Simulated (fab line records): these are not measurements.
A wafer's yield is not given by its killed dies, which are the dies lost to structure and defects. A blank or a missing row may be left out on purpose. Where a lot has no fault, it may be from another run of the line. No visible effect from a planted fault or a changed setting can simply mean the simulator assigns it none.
Chamber matching :: flow nand harc :: ald hk-02 running NHARC_A_CHANNEL_FILL_D1_ALD_25: 4 sister chambers
The step deposits SiOx, target thk 60 nm, pulse time 10 s, ald cycles 600. 4 wafers are shown with their chamber, then 6 later ones without.

== EACH WAFER AND ITS CHAMBER ==
wafer: L378.3
chamber: 1
heater power w (W): 426

wafer: L384.5
chamber: 2
heater power w (W): 498

wafer: L386.1
chamber: 3
heater power w (W): 474

wafer: L386.3
chamber: 0
heater power w (W): 506

== WAFERS WHOSE CHAMBER IS MISSING ==
wafer: L386.5
heater power w (W): 510

wafer: L392.2
heater power w (W): 471

wafer: L392.6
heater power w (W): 469

wafer: L394.4
heater power w (W): 468

wafer: L394.2
heater power w (W): 474

wafer: L394.6
heater power w (W): 465

== THE CHAMBER EACH PASSED THROUGH ==
wafer: L386.5
from the rows above: can't be placed: 0 or 2
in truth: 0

wafer: L392.2
from the rows above: 3
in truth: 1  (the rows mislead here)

wafer: L392.6
from the rows above: 3
in truth: 3

wafer: L394.4
from the rows above: 3
in truth: 3

wafer: L394.2
from the rows above: 3
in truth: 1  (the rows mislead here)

wafer: L394.6
from the rows above: 3
in truth: 3
Placed correctly: 3 of 6. Cannot be placed on the basis of these rows: 1; the candidates contain the true chamber in 1. Number placed wrongly: 2.
How it was worked out, from the rows above alone: a wafer's distance from a chamber is the root of the sum, over the readings, of the square of ((its reading less the chamber's mean) divided by the reading's scatter). If the next closest chamber is less than 2 further off than the closest, the wafer can't be placed; otherwise it belongs to the closest. The mean given for a chamber averages the wafers shown for that chamber. The scatter (one wafer shown for each chamber): square how far every hidden wafer sits from the nearest shown wafer, average those squares and take the square root.
